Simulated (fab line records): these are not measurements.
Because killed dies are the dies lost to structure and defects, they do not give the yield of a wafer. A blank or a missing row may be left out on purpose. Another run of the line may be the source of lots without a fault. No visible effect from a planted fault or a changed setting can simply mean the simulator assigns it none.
Matching of chambers + flow n5_finfet + rie_diel-01 running N5_BEOL_M10_ETCH_61: 4 sister chambers
The step etches SiARC in CF4, target depth 39 nm, time 65 s. 4 wafers are shown with their chamber, then 12 later ones without.

WAFERS, EACH WITH ITS CHAMBER
| wafer  | chamber | drypump_motor_current_A (A) |
|--------|---------|-----------------------------|
| L090.1 | 2       | 4.9                         |
| L090.3 | 3       | 5.1                         |
| L090.5 | 1       | 6.2                         |
| L090.6 | 0       | 6.8                         |

WAFERS MISSING THEIR CHAMBER
| wafer  | drypump_motor_current_A (A) |
|--------|-----------------------------|
| L087.1 | 6.2                         |
| L087.4 | 4.9                         |
| L087.5 | 6.8                         |
| L089.1 | 4.9                         |
| L089.3 | 6.8                         |
| L089.5 | 6.2                         |
| L092.4 | 6.1                         |
| L092.5 | 6.8                         |
| L092.6 | 5.1                         |
| L095.1 | 6.8                         |
| L095.4 | 5.1                         |
| L095.5 | 6.2                         |

THE CHAMBER EACH PASSED THROUGH
| wafer  | from the rows above | in truth |
|--------|---------------------|----------|
| L087.1 | 1                   | 1        |
| L087.4 | 2                   | 2        |
| L087.5 | 0                   | 0        |
| L089.1 | 2                   | 2        |
| L089.3 | 0                   | 0        |
| L089.5 | 1                   | 1        |
| L092.4 | 1                   | 1        |
| L092.5 | 0                   | 0        |
| L092.6 | 3                   | 3        |
| L095.1 | 0                   | 0        |
| L095.4 | 3                   | 3        |
| L095.5 | 1                   | 1        |
Correctly placed: 12 of 12. From these rows, 0 cannot be placed. Wrongly placed: 0.
How it was worked out, from the rows above alone: a wafer's distance from a chamber is the root of the sum, over the readings, of the square of ((its reading less the chamber's mean) divided by the reading's scatter). The wafer belongs to the nearest chamber; if the next one is less than 2 further off, it can't be placed. Each chamber's mean is taken over the wafers shown for it. The scatter (one wafer shown for each chamber): square how far every hidden wafer sits from the nearest shown wafer, average those squares and take the square root.
